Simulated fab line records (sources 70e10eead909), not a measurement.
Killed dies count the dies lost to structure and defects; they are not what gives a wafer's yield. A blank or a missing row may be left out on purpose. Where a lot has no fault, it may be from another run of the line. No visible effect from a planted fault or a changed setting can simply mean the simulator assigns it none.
fab line records ; flow nand_harc
record lots=14; wafers=42; last_day=34
route steps=1302 shown A_M1@1193 HYBRID_BOND@1242 THIN_TSV@1267 END@1302
lots untouched by any fault: they come from a run of this same line in which no faults occurred
start_h: hours from the record's first day to the start of the lot's first wafer shown ; wait_h: hours elapsed since this lot's preceding step ; " repeats the value in the row above ; L1.1+2: several wafers, shown together as one row ; - either no value or no given start ; * or withheld: withheld ; < > ~ a bound
route shown NAME@n: NAME is a module with steps in the file, n the number in the route of the first one ; usual: mean/standard deviation of fault-free wafers ; same: alike in all rows ; chamber/n: place in a boat ; sites: each site's reading ; _std_site: standard deviation across them ; _edge_site: inner sites' mean taken away from outer sites' mean ; radius_mm: for every site, how far away it sits from the centre of the wafer ; mask NAME#n: copy n ; behind: tool/chamber where the wafer was last shaped ; hold: what put the lot on hold/how long, in hours/how the hold closed ; device: the n, p or np transistor that did not switch ; end of line: the same wafers' tests at the end of the route ; a step without rows: its recipe alone ; killed: at the first sort, the dies lost to defects and structure; wafer yield is something else ; map: per-die view of a wafer (x killed, . not killed, _ where there is no die)
set.NAME: the setting the step ran with; set.NAME@STEP: the setting that earlier step ran with ; model.NAME: the simulator's own value behind a step, which no gauge read
the route's steps for a sample of lots (tables are steps, rows are wafers)
services: when a tool's chamber went out of use (start_h, in hours from the record's first day, below 0 if earlier), for how many hours, and the reason
## steps
# step NHARC_A_M1_ECD_22
# recipe target_thk_a=4000; bath_temp_c=25; material=Cu
lot.wafer;tool;chamber;start_h;wait_h
L259.2+4+6;ecd_cu-01;1,0,1;551.69;-
L257.2+3+5;ecd_cu-01;0;553.47;-
L264.2+6+5;ecd_cu-02;0,1,0;611.89;-
L263.1+5+6;ecd_cu-02;0,0,1;612.98;-
L265.1+4+6;ecd_cu-02;1,0,0;617.29;-
L270.4+3+6;ecd_cu-01;0,1,1;659.90;-
L272.1+2+6;ecd_cu-02;0,1,1;685.95;-
L271.2+3+6;ecd_cu-02;1,0,0;688.17;-
L273.2+3+6;ecd_cu-01;1;710.43;-
L275.2+3+4;ecd_cu-01;0,1,0;724.25;-
L277.1+2+5;ecd_cu-02;0,1,0;752.30;-
L279.2+5+6;ecd_cu-02;1,1,0;759.46;-
L276.2+1+5;ecd_cu-01;1,0,1;760.95;-
L278.1+3+4;ecd_cu-01;1,1,0;768.89;-
# step NHARC_HYBRID_BOND_OVL_MEAS_05
# usual overlay_x_nm=2/33; overlay_y_nm=2/38
lot.wafer;tool;chamber;start_h;wait_h;overlay_x_nm;overlay_y_nm
L259.2;overlay-02;-;567.40;0.4;28;8
L259.4;overlay-02;-;567.40;0.4;9;-22
L259.6;overlay-02;-;567.40;0.4;-12;-66
L257.2;overlay-01;-;567.40;0.4;-33;1
L257.3;overlay-01;-;567.40;0.4;-77;-54
L257.5;overlay-01;-;567.40;0.4;39;-39
L263.1;overlay-02;-;629.55;0.4;-7;86
L263.5;overlay-02;-;629.55;0.4;41;52
L263.6;overlay-02;-;629.55;0.4;35;-90
L264.2;overlay-01;-;629.55;0.4;-24;31
L264.5;overlay-01;-;629.55;0.4;-4;15
L264.6;overlay-01;-;629.55;0.4;-47;54
L265.1;overlay-02;-;629.56;0.4;34;13
L265.4;overlay-02;-;629.56;0.4;-13;-27
L265.6;overlay-02;-;629.56;0.4;-17;-18
L270.3;overlay-01;-;675.49;0.4;-14;-29
L270.4;overlay-01;-;675.49;0.4;37;34
L270.6;overlay-01;-;675.49;0.4;83;-6
L272.1;overlay-02;-;702.92;0.4;25;15
L272.2;overlay-02;-;702.92;0.4;11;37
L272.6;overlay-02;-;702.92;0.4;-7;29
L271.2;overlay-01;-;702.93;0.4;23;38
L271.3;overlay-01;-;702.93;0.4;12;7
L271.6;overlay-01;-;702.93;0.4;-20;88
L273.2;overlay-01;-;723.91;0.4;62;33
L273.3;overlay-01;-;723.91;0.4;-6;9
L273.6;overlay-01;-;723.91;0.4;7;-11
L275.2;overlay-01;-;740.69;0.4;1;-48
L275.3;overlay-01;-;740.69;0.4;-5;-5
L275.4;overlay-01;-;740.69;0.4;-18;69
L277.1;overlay-01;-;768.16;0.4;29;-44
L277.2;overlay-01;-;768.16;0.4;-28;-3
L277.5;overlay-01;-;768.16;0.4;52;32
L276.1;overlay-02;-;776.17;0.4;38;20
L276.2;overlay-02;-;776.17;0.4;-51;25
L276.5;overlay-02;-;776.17;0.4;-33;26
L279.2;overlay-01;-;776.17;0.4;-45;-24
L279.5;overlay-01;-;776.17;0.4;-16;11
L279.6;overlay-01;-;776.17;0.4;2;-45
L278.1;overlay-01;-;788.21;0.4;9;26
L278.3;overlay-01;-;788.21;0.4;2;17
L278.4;overlay-01;-;788.21;0.4;16;53
# step NHARC_THIN_TSV_DEP_47
# recipe target_thk_a=2000; temp_c=withheld; pressure_torr=6.5; rf_w=900; teos_flow_sccm=161.4; flow_sccm=2650; target_thk_nm=200; gas=O2; material=SiO2
# usual throttle_valve_pct=15.6/0.6
lot.wafer;tool;chamber;start_h;wait_h;throttle_valve_pct
L259.2;pecvd-04;1;572.07;-;15.8
L259.6;pecvd-04;0;572.07;-;16.0
L259.4;pecvd-04;1;572.07;-;15.6
L257.2;pecvd-01;2;573.46;-;15.3
L257.3;pecvd-01;0;573.46;-;14.8
L257.5;pecvd-01;2;573.46;-;15.4
L263.1;pecvd-01;2;634.08;-;15.5
L263.5;pecvd-01;0;634.08;-;14.5
L263.6;pecvd-01;2;634.08;-;15.3
L264.2;pecvd-01;0;635.50;-;14.7
L264.5;pecvd-01;2;635.50;-;15.7
L264.6;pecvd-01;0;635.50;-;14.8
L265.1;pecvd-02;2;636.80;-;16.3
L265.6;pecvd-02;2;636.80;-;16.3
L265.4;pecvd-02;1;636.80;-;15.7
L270.3;pecvd-02;2;680.21;-;16.4
L270.4;pecvd-02;1;680.21;-;15.4
L270.6;pecvd-02;2;680.21;-;16.0
L272.2;pecvd-01;2;707.55;-;15.0
L272.1;pecvd-01;0;707.55;-;14.6
L272.6;pecvd-01;1;707.55;-;15.7
L271.3;pecvd-01;0;708.71;-;14.5
L271.2;pecvd-01;1;708.71;-;15.5
L271.6;pecvd-01;0;708.71;-;14.4
L273.2;pecvd-04;1;729.70;-;16.0
L273.3;pecvd-04;2;729.70;-;15.7
L273.6;pecvd-04;0;729.70;-;15.5
L275.2;pecvd-04;1;748.61;-;16.0
L275.3;pecvd-04;2;748.61;-;15.8
L275.4;pecvd-04;0;748.61;-;15.4
L277.1;pecvd-01;2;772.79;-;15.0
L277.2;pecvd-01;0;772.79;-;14.7
L277.5;pecvd-01;1;772.79;-;15.8
L279.2;pecvd-01;0;780.75;-;14.4
L279.6;pecvd-01;0;780.75;-;14.6
L279.5;pecvd-01;2;780.75;-;15.2
L276.2;pecvd-01;0;781.88;-;14.6
L276.1;pecvd-01;2;781.88;-;14.8
L276.5;pecvd-01;0;781.88;-;14.3
L278.1;pecvd-04;2;792.93;-;15.8
L278.3;pecvd-04;1;792.93;-;16.1
L278.4;pecvd-04;2;792.93;-;16.0
# step NHARC_END_SORT_01
# recipe temp_c=25
# usual defect_limited_yield=91.5/2.4; killed_at_array=52/17; killed_at_other=0.9/1.2; killed_at_periphery=3.9/2.7; killed_dies=57/16; killed_open=3.3/1.9; killed_short=2.5/1.5; sort_bin_2_pct=3.0/1.2; sort_bin_3_pct=0.6/0.34; sort_bin_4_pct=4.8/1.3; sort_n_pass=620/16; sort_rim_yield_pct=89/4.3; sort_yield_pct=91.5/2.4
# same gross_dies=677; sort_bin_5_pct[%]=0; sort_bin_6_pct[%]=0; sort_bin_7_pct[%]=0; sort_bin_8_pct[%]=0; sort_rim_n_gross=106.00
lot.wafer;tool;chamber;start_h;wait_h;defect_limited_yield[%];killed_at_array;killed_at_other;killed_at_periphery;killed_dies;killed_open;killed_short;sort_bin_2_pct[%];sort_bin_3_pct[%];sort_bin_4_pct[%];sort_n_pass;sort_rim_yield_pct[%];sort_yield_pct[%]
L263.1;prober-01;0;647.09;2.5;92.5;49;0;2;51;5;1;2.4;0.7;4.4;626;92;92.5
L263.5;prober-01;0;650.31;3.7;90.5;61;1;2;64;5;5;2.8;0.3;6.4;613;92;90.5
L263.6;prober-01;0;651.12;4.0;59.8;266;1;5;272;3;3;13.3;3.4;23.5;405;56;59.8
L264.2;prober-02;0;647.85;2.8;93.9;40;0;1;41;1;2;1.9;0.3;3.8;636;88;93.9
L264.5;prober-02;0;650.24;3.7;95.6;27;0;3;30;2;3;1.8;0.1;2.5;647;89;95.6
L264.6;prober-02;0;651.03;4.0;61.2;260;1;2;263;1;2;13.4;3.1;22.3;414;58;61.2
L265.1;prober-02;0;654.81;2.5;60.9;257;3;5;265;2;2;13.9;3.1;22.2;412;60;60.9
L265.4;prober-02;0;657.23;3.4;91.9;48;2;5;55;4;1;3.4;0.9;3.8;622;90;91.9
L265.6;prober-02;0;658.83;4.0;90.8;55;2;5;62;3;2;3.2;1.0;4.9;615;92;90.8
L270.3;prober-02;0;697.77;3.1;94.4;32;0;6;38;0;2;1.6;0;4.0;639;94;94.4
L270.4;prober-02;0;698.56;3.4;95.9;20;0;8;28;4;0;1.3;0.4;2.4;649;97;95.9
L270.6;prober-02;0;700.15;4.0;95.6;20;2;8;30;2;1;1.9;0;2.5;647;92;95.6
L271.2;prober-02;0;721.63;2.8;93.9;38;1;2;41;3;2;2.1;0.7;3.2;636;91;93.9
L271.3;prober-02;0;722.44;3.2;91.4;49;0;9;58;4;0;3.1;0.1;5.3;619;85;91.4
L271.6;prober-02;0;724.87;4.1;94.8;31;1;3;35;5;2;1.6;0.7;2.8;642;90;94.8
L275.2;prober-01;0;765.24;2.8;87.1;81;1;5;87;1;4;4.7;0.9;7.2;590;75;87.1
L275.3;prober-01;0;766.03;3.1;89.8;62;1;6;69;5;1;3.5;1.0;5.6;608;90;89.8
L275.4;prober-01;0;766.82;3.4;87.4;79;0;6;85;4;3;5.2;1.2;6.2;592;80;87.4
L276.1;prober-02;0;806.04;2.5;92.9;42;0;6;48;1;3;2.1;0.7;4.3;629;90;92.9
L276.2;prober-02;0;806.83;2.8;92.8;44;0;5;49;1;2;2.2;0.6;4.4;628;88;92.8
L276.5;prober-02;0;809.21;3.7;93.2;40;0;6;46;3;1;2.4;0.4;4.0;631;91;93.2
# killed by level:class
L263.1 A_CHANNEL_HOLE_D1:chamber_film_flake=28 A_STAIRCASE:chamber_film_flake=6 A_CHANNEL_HOLE_D2:chamber_film_flake=4 P_STI:chamber_film_flake=2 A_CHANNEL_FILL_D2:chamber_film_flake=2 A_CONTACT:chamber_film_flake=2 A_CHANNEL_HOLE_D1:geometric_particle:open=1 A_CHANNEL_HOLE_D2:geometric_particle:open=1
L264.2 A_CHANNEL_HOLE_D2:chamber_film_flake=13 A_SLIT:chamber_film_flake=10 A_CONTACT:chamber_film_flake=9 A_CHANNEL_HOLE_D1:chamber_film_flake=3 P_M0:geometric_particle:open=1 A_ONON_D2:geometric_particle:short=1 A_CHANNEL_FILL_D2:geometric_particle:short=1 A_CHANNEL_FILL_D1:chamber_film_flake=1
L264.5 A_SLIT:chamber_film_flake=10 A_CHANNEL_HOLE_D2:chamber_film_flake=5 A_CONTACT:chamber_film_flake=4 A_DECK1_JOINT:chamber_film_flake=2 P_M0:geometric_particle:open=1 P_M0:geometric_particle:short=1 A_ONON_D1:geometric_particle:open=1 A_CHANNEL_FILL_D1:geometric_particle:short=1
L263.5 A_CHANNEL_HOLE_D1:chamber_film_flake=35 A_CHANNEL_HOLE_D2:chamber_film_flake=7 A_CONTACT:chamber_film_flake=4 A_CHANNEL_FILL_D2:chamber_film_flake=3 P_M0:geometric_particle:open=2 A_CHANNEL_FILL_D2:geometric_particle:short=2 A_STAIRCASE:chamber_film_flake=2 A_ONON_D1:geometric_particle:short=1
L264.6 A_M1:unspecified=227 A_SLIT:chamber_film_flake=19 A_CHANNEL_HOLE_D2:chamber_film_flake=5 A_CONTACT:chamber_film_flake=3 A_CHANNEL_HOLE_D1:chamber_film_flake=2 A_SLIT:geometric_particle:short=1 A_M1:geometric_particle:short=1 STARTING-WAFER:geometric_particle:open=1
L263.6 A_M1:unspecified=220 A_CHANNEL_HOLE_D1:chamber_film_flake=29 A_CHANNEL_HOLE_D2:chamber_film_flake=8 A_CONTACT:chamber_film_flake=4 P_CONTACT:geometric_particle:short=1 P_CONTACT:geometric_particle:open=1 P_M0:geometric_particle:short=1 P_M2:geometric_particle:short=1
L265.1 A_M1:unspecified=208 A_CHANNEL_HOLE_D1:chamber_film_flake=32 A_CONTACT:chamber_film_flake=9 A_CHANNEL_HOLE_D2:chamber_film_flake=4 THIN_TSV:chamber_film_flake=3 P_CONTACT:geometric_particle:open=2 P_STI:chamber_film_flake=2 A_SLIT:chamber_film_flake=2
L265.4 A_CHANNEL_HOLE_D1:chamber_film_flake=30 A_CHANNEL_HOLE_D2:chamber_film_flake=7 A_CONTACT:chamber_film_flake=7 P_STI:chamber_film_flake=3 THIN_TSV:chamber_film_flake=2 P_GATE:geometric_particle:open=1 P_CONTACT:geometric_particle:open=1 A_ONON_D1:geometric_particle:open=1
L265.6 A_CHANNEL_HOLE_D1:chamber_film_flake=29 A_CHANNEL_HOLE_D2:chamber_film_flake=12 A_CONTACT:chamber_film_flake=6 P_STI:chamber_film_flake=4 A_CHANNEL_FILL_D1:chamber_film_flake=2 THIN_TSV:chamber_film_flake=2 A_ONON_D1:geometric_particle:open=1 A_DECK1_JOINT:geometric_particle:short=1
L270.3 A_CHANNEL_HOLE_D1:chamber_film_flake=13 P_BONDPAD:chamber_film_flake=5 A_STAIRCASE:chamber_film_flake=5 A_SLIT:chamber_film_flake=5 A_CONTACT:chamber_film_flake=5 A_CHANNEL_FILL_D1:chamber_film_flake=2 A_ONON_D2:geometric_particle:short=1 A_WL_FILL:geometric_particle:short=1
L270.4 P_BONDPAD:chamber_film_flake=6 A_CHANNEL_HOLE_D1:chamber_film_flake=4 A_STAIRCASE:chamber_film_flake=4 A_CONTACT:chamber_film_flake=4 A_SLIT:chamber_film_flake=2 A_DECK1_JOINT:geometric_particle:open=1 A_ONON_D2:geometric_particle:open=1 A_CHANNEL_HOLE_D2:geometric_particle:open=1
L270.6 A_CHANNEL_HOLE_D1:chamber_film_flake=6 P_BONDPAD:chamber_film_flake=4 A_SLIT:chamber_film_flake=4 A_CONTACT:chamber_film_flake=3 P_M0:chamber_film_flake=3 A_STAIRCASE:chamber_film_flake=3 THIN_TSV:chamber_film_flake=2 A_ONON_D2:geometric_particle:open=1
L271.2 A_SLIT:chamber_film_flake=27 A_STAIRCASE:chamber_film_flake=3 A_CHANNEL_HOLE_D1:chamber_film_flake=2 P_CONTACT:geometric_particle:short=1 P_M0:geometric_particle:open=1 A_CHANNEL_FILL_D1:geometric_particle:open=1 A_ONON_D2:geometric_particle:short=1 A_CONTACT:geometric_particle:open=1
L271.3 A_SLIT:chamber_film_flake=27 A_STAIRCASE:chamber_film_flake=8 P_BONDPAD:chamber_film_flake=7 A_CHANNEL_HOLE_D1:chamber_film_flake=4 A_CONTACT:chamber_film_flake=3 P_ZERO_WELL:chamber_film_flake=2 A_BONDPAD:chamber_film_flake=2 A_SOURCE_PLATE:geometric_particle:open=1
L271.6 A_SLIT:chamber_film_flake=12 A_STAIRCASE:chamber_film_flake=6 P_BONDPAD:chamber_film_flake=3 A_CONTACT:chamber_film_flake=3 A_ONON_D2:geometric_particle:open=2 A_ZERO_WELL:chamber_film_flake=2 A_ONON_D1:geometric_particle:short=1 A_CHANNEL_FILL_D1:geometric_particle:open=1
L275.2 A_CHANNEL_HOLE_D1:chamber_film_flake=31 A_CHANNEL_HOLE_D2:chamber_film_flake=23 A_SLIT:chamber_film_flake=14 A_CONTACT:chamber_film_flake=6 P_STI:chamber_film_flake=3 A_WL_FILL:chamber_film_flake=3 A_ONON_D1:geometric_particle:short=2 P_M1:geometric_particle:short=1
L275.3 A_CHANNEL_HOLE_D1:chamber_film_flake=34 A_CONTACT:chamber_film_flake=9 A_CHANNEL_HOLE_D2:chamber_film_flake=8 P_GATE:chamber_film_flake=3 A_SLIT:chamber_film_flake=3 P_M2:chamber_film_flake=2 A_WL_FILL:chamber_film_flake=2 A_CHANNEL_FILL_D1:geometric_particle:open=1
L275.4 A_CHANNEL_HOLE_D1:chamber_film_flake=36 A_CHANNEL_HOLE_D2:chamber_film_flake=20 A_SLIT:chamber_film_flake=14 A_CONTACT:chamber_film_flake=5 P_CONTACT:geometric_particle:short=1 P_M0:geometric_particle:short=1 P_M0:geometric_particle:open=1 P_M1:geometric_particle:open=1
L276.1 A_CHANNEL_HOLE_D1:chamber_film_flake=15 A_CHANNEL_HOLE_D2:chamber_film_flake=10 A_SLIT:chamber_film_flake=8 P_CONTACT:chamber_film_flake=5 A_SGD_CUT:chamber_film_flake=2 A_WL_FILL:chamber_film_flake=2 P_M2:geometric_particle:short=1 A_SOURCE_PLATE:geometric_particle:short=1
L276.2 A_CHANNEL_HOLE_D2:chamber_film_flake=25 A_SLIT:chamber_film_flake=8 A_CHANNEL_HOLE_D1:chamber_film_flake=5 P_CONTACT:chamber_film_flake=3 A_WL_FILL:chamber_film_flake=2 A_ONON_D1:geometric_particle:short=1 A_SGD_CUT:geometric_particle:short=1 A_M0:geometric_particle:open=1
L276.5 A_CHANNEL_HOLE_D2:chamber_film_flake=18 A_SLIT:chamber_film_flake=11 A_CHANNEL_HOLE_D1:chamber_film_flake=6 P_CONTACT:chamber_film_flake=4 P_M0:geometric_particle:open=1 A_DECK1_JOINT:geometric_particle:open=1 A_M1:geometric_particle:open=1 A_M1:geometric_particle:short=1
## services
tool;chamber;start_h;hours;kind
pecvd-04;1;547.83;4.8;repair
ecd_cu-01;-;563.02;5.0;repair
pecvd-01;1;579.45;57.2;repair
pecvd-04;-;584.38;26.0;repair
pecvd-02;-;589.10;13.0;pm
ecd_cu-02;-;596.53;8.0;pm
pecvd-02;-;611.69;0.5;repair
ecd_cu-01;-;621.69;0.2;repair
pecvd-04;-;631.39;13.0;pm
pecvd-02;0;650.24;3.8;repair
pecvd-02;2;661.28;6.0;repair
pecvd-01;-;673.40;13.0;pm
pecvd-01;0;673.40;13.0;vent_cycle
pecvd-01;1;673.40;13.0;vent_cycle
ecd_cu-01;-;691.20;8.0;pm
pecvd-02;2;710.82;2.3;repair
ecd_cu-01;-;732.35;1.6;repair
pecvd-01;0;743.65;2.8;repair
pecvd-01;2;750.75;19.2;repair
pecvd-01;-;761.41;3.1;repair
pecvd-02;-;770.10;13.0;pm
ecd_cu-02;-;772.53;8.0;pm
ecd_cu-01;-;777.15;30.9;repair
pecvd-02;0;784.69;16.9;repair
## key
first_sign step=NHARC_END_SORT_01; reading=defect_limited_yield; direction=down; sigmas=13; usual=91.5; struck=60.6
effect step=NHARC_END_SORT_01; reading=killed_dies; direction=up; sigmas=13; usual=57; struck=267
more_kills_born_at NHARC_A_M1_ECD_22@ecd_cu-02=655
met_at NHARC_A_M1_ECD_22
struck_lots L263,L264,L265
struck_wafers L263.6,L264.6,L265.1
not_acting_at NHARC_HYBRID_BOND_OVL_MEAS_05,NHARC_THIN_TSV_DEP_47
fault kind=chamber_particle_source; tool=ecd_cu-02; chamber=1; onset_h=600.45; steps=NHARC_A_M1_ECD_22; rate_per_visit_cm2=0.43469; end_h=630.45
